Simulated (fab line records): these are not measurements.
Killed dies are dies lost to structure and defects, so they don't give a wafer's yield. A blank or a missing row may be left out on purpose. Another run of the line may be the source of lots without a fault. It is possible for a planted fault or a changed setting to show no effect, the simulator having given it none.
Struck lot and sound lot, side by side | flow nand harc | 13 steps out of a route of 1302
Sound: these wafers, L738.2, L738.3, L738.6. Wafers L745.1, L745.2, L745.5 were the ones struck. The cause comes at the end.
Order at every step that has rows: each side's tool, ch and its chambers, its first start. Under that, the readings that differ: sound wafers | struck wafers | difference of the means | sigmas: that difference in standard deviations of wafers without a fault.
alike: words and numbers the same on both sides, and readings whose means are apart by under 2 such deviations; not compared: readings that were withheld, readings missing a value for some wafer, numbers with overlapping values and no deviation given by the record, and bounds like >300 which may hide the same value.
A row with sigmas, a row that says differs or no value, or rows on one side alone: a step with any of these is where the two part. Non-overlapping numbers with no deviation appear without sigmas and do not part them. A reading missing from all wafers of one side parts the sides only when that side holds two or more wafers.

NHARC_A_CHANNEL_FILL_D1_STRIP_28: strips in O2, time 20 s.
  sound on rie diel-03 ch 1,3, day 10 10:38; struck on rie diel-03 ch 0,2, day 13 13:40
  alike: drypump motor current A, oes product au, rf vpp V, showerhead plenum p Torr, throttle valve pct
  not compared: rf hours counter h
then, 4 steps without rows for these wafers: NHARC_A_CHANNEL_FILL_D1_PRECLEAN_21 (cleans in dHF, time 30 s); NHARC_A_CHANNEL_FILL_D1_SRD_23; NHARC_A_CHANNEL_FILL_D1_CVD_05 (deposits poly-Si, target thk 5 nm); NHARC_A_CHANNEL_FILL_D1_ANNEAL_22 (time 7200 s).
NHARC_A_CHANNEL_FILL_D1_ALD_25: deposits SiOx, target thk 60 nm, pulse time 10 s, ald cycles 600.
  sound on ald hk-04 ch 0,1,3, day 10 22:26; struck on ald hk-02 ch 0,3, day 14 01:25
  alike: heater power w, precursor pulse height rel
NHARC_A_CHANNEL_FILL_D1_ETCHBACK_08: etches the open film in C4F8, target depth 220 nm, time 110 s.
  sound on rie diel-03 ch 0,2,3; struck on rie diel-03 ch 0,2,3
  alike: oes product au, rf vpp V
  not compared: rf hours counter h
NHARC_A_CHANNEL_FILL_D1_STRIP_29: strips in O2, time 20 s.
  sound on rie diel-03 ch 1,3; struck on rie diel-03 ch 0,1,2
  alike: drypump motor current A, oes product au, rf vpp V, showerhead plenum p Torr, throttle valve pct
  not compared: rf hours counter h
then, 3 steps without rows for these wafers: NHARC_A_CHANNEL_FILL_D1_PRECLEAN_30 (cleans in dHF, time 30 s); NHARC_A_CHANNEL_FILL_D1_SRD_31; NHARC_A_CHANNEL_FILL_D1_CVD_09 (deposits poly-Si, target thk 150 nm, time 3000 s).
NHARC_A_CHANNEL_FILL_D1_CMP_10: polishes, target thk 150 nm.
  sound on cmp-03 ch 0,3, day 11 09:46; struck on cmp-03 ch 0,1,2, day 14 16:24
  no value came back on the struck wafers for edge zone pressure frac, motor current A (A), slurry flow ml min, time to endpoint s (s); on the sound wafers edge zone pressure frac reads 0.993 1.002 1.005
-- break in the record here, with 14 days between the starts of the struck wafers on either side (left off in module A_CHANNEL_FILL_D1, picked up again in module END, where the first step shown is number 1302 on the route) --
NHARC_END_SORT_01:
  only the struck wafers appear in the record here, on prober-01 ch 0 at day 28 05:01; the sound ones have no rows

## WHERE THEY PART
First at NHARC_A_CHANNEL_FILL_D1_CMP_10; last, within this record, at NHARC_END_SORT_01.

WHY: what had been put in by the simulator
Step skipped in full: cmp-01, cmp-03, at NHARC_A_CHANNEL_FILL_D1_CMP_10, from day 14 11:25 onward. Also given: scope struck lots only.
